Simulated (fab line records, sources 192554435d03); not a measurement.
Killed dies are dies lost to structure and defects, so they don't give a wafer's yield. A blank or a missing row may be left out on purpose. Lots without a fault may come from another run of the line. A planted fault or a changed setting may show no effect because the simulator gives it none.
Split-lot experiment | flow n5_finfet | 7 lots, 39 wafers read, on a route of 1938 steps

THE SPLIT
At N5_BEOL_M7_ILD_DEP_00 (deposits SiCOH lowk from DEMS/porogen, target thk 179.75 nm, time 33.4 s), the setting target_thk_a was moved away from the recipe's 1797.5 angstrom on 9 of the 39 wafers read, by +22.6% to +30.3%. The other wafers ran this setting at the recipe's value.

FROM THE SPLIT TO THE READING: what the file shows between them, 1 step
- N5_BEOL_M7_CURE_74: cures SiCOH lowk, time 240 s

THE READING
M7_ILD_THK, in nm, at N5_BEOL_M7_THK_MEAS_01. Fault-free wafers of this fab line usually give 155.2 nm, standard deviation 2 nm.

wafer  | tool, chamber at the split | target_thk_a as run, angstrom | against the recipe | M7_ILD_THK, nm | against lot-mates on the recipe
L075.1 | pecvd-04, 1                | 1797.5                        | recipe             | 150.8          | -
L075.2 | pecvd-04, 2                | 1797.5                        | recipe             | 154.2          | -
L075.3 | pecvd-04, 0                | 1797.5                        | recipe             | 154.8          | -
L075.4 | pecvd-04, 2                | 1797.5                        | recipe             | 156.4          | -
L075.5 | pecvd-04, 1                | 1797.5                        | recipe             | 153.5          | -
L075.6 | pecvd-04, 0                | 1797.5                        | recipe             | 155.7          | -
L074.1 | pecvd-01, 0                | 2312                          | +28.6%             | 200.1          | +43.8
L074.2 | pecvd-01, 2                | 2312                          | +28.6%             | 199.6          | +43.3
L074.3 | pecvd-01, 1                | 2312                          | +28.6%             | 197.3          | +41.0
L074.4 | pecvd-01, 0,1              | 1797.5                        | recipe             | 155.7          | -
L074.5 | pecvd-01, 2                | 1797.5                        | recipe             | 157.6          | -
L074.6 | pecvd-01, 0,1              | 1797.5                        | recipe             | 155.7          | -
L082.1 | pecvd-03, 2                | 2204                          | +22.6%             | 189.1          | +34.7
L082.2 | pecvd-03, 1                | 1797.5                        | recipe             | 153.7          | -
L082.3 | pecvd-03, 0                | 1797.5                        | recipe             | 153.1          | -
L082.4 | pecvd-03, 1                | 1797.5                        | recipe             | 156.3          | -
L082.5 | pecvd-03, 0                | 2204                          | +22.6%             | 190.6          | +36.2
L082.6 | pecvd-03, 2                | 2204                          | +22.6%             | 191.8          | +37.4
L080.1 | pecvd-03, 2                | 1797.5                        | recipe             | 151.2          | -
L080.2 | pecvd-03, 0                | 1797.5                        | recipe             | 154.4          | -
L080.3 | pecvd-03, 2,0              | 1797.5                        | recipe             | 156.5          | -
L080.4 | pecvd-03, 0                | 1797.5                        | recipe             | 156.0          | -
L080.5 | pecvd-03, 2,0              | 1797.5                        | recipe             | 156.4          | -
L080.6 | pecvd-03, 2                | 1797.5                        | recipe             | 157.5          | -
L086.2 | pecvd-03, 0                | 1797.5                        | recipe             | 153.1          | -
L086.3 | pecvd-03, 1                | 1797.5                        | recipe             | 152.6          | -
L086.4 | pecvd-03, 1                | 1797.5                        | recipe             | 154.2          | -
L090.1 | pecvd-03, 0                | 1797.5                        | recipe             | 155.7          | -
L090.2 | pecvd-03, 2                | 1797.5                        | recipe             | 155.8          | -
L090.3 | pecvd-03, 1                | 1797.5                        | recipe             | 153.3          | -
L090.4 | pecvd-03, 0                | 1797.5                        | recipe             | 157.4          | -
L090.5 | pecvd-03, 2                | 1797.5                        | recipe             | 158.8          | -
L090.6 | pecvd-03, 1                | 1797.5                        | recipe             | 156.8          | -
L089.1 | pecvd-01, 1                | 2342                          | +30.3%             | 201.7          | +44.7
L089.2 | pecvd-01, 2                | 2342                          | +30.3%             | 200.6          | +43.6
L089.3 | pecvd-01, 2                | 1797.5                        | recipe             | 158.1          | -
L089.4 | pecvd-01, 1                | 1797.5                        | recipe             | 155.6          | -
L089.5 | pecvd-01, 1                | 2342                          | +30.3%             | 205.2          | +48.2
L089.6 | pecvd-01, 2                | 1797.5                        | recipe             | 157.2          | -
Where a row lists several chambers, the file gives one row for several wafers and doesn't say which wafer went through which chamber.

THE FIT
A straight line over all 39 wafers: M7_ILD_THK changes by +1.55 nm for each +1% of target_thk_a; r = +0.99; the points scatter about the line by 1.9 nm.
The same after taking each lot's own level away (the mean of its wafers on the recipe; 39 wafers): +1.52 nm for each +1%; r = +1.00; scatter 1.7 nm.
On that fit, the largest move of target_thk_a shifts the reading by 46 nm.
The lots' own levels span 153.30 to 156.97 nm, that is 1.8 times the standard deviation above.
So the lot-to-lot level changes the slope little: the two slopes agree.
Check: with one of the wafers moved furthest among these (+30.3%) left out of the fit, the line predicts +46.3 nm for it against its lot-mates. It came out at +44.7 nm against them.

OTHER SPLITS ON THESE WAFERS
These wafers also went through other splits before the reading. Each is held against what the fit with the lots' levels taken away leaves over:
other split on the same wafers           | wafers away from the commonest value | r with M7_ILD_THK (lot level and that fit taken away)
N5_BEOL_M2_TRENCH_ETCH_37 target_depth_a | 12                                   | +0.01

THE WHOLE CHAIN: every reading that the file lists as answering this split, in the file's order
step                   | what it does                                                             | reading                                                                                  | change (the file's fit)              | r (the file's)
N5_BEOL_M7_ILD_DEP_00  | deposits SiCOH lowk from DEMS/porogen, target thk 179.75 nm, time 33.4 s | SiCOH_lowk_of_BEOL_M7_ILD_DEP_00.thk_nm (the simulator's own value, which no gauge read) | +1.74 nm for each +1% of the setting | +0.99
N5_BEOL_M7_CURE_74     | cures SiCOH lowk, time 240 s                                             | SiCOH_lowk_of_BEOL_M7_ILD_DEP_00.thk_nm (the simulator's own value, which no gauge read) | +1.52 nm for each +1% of the setting | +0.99
N5_BEOL_M7_THK_MEAS_01 |                                                                          | M7_ILD_THK                                                                               | +1.52 for each +1% of the setting    | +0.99

THE FILE'S OWN FIT
M7_ILD_THK changes by +1.52 nm for each +1% of target_thk_a, r = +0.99.
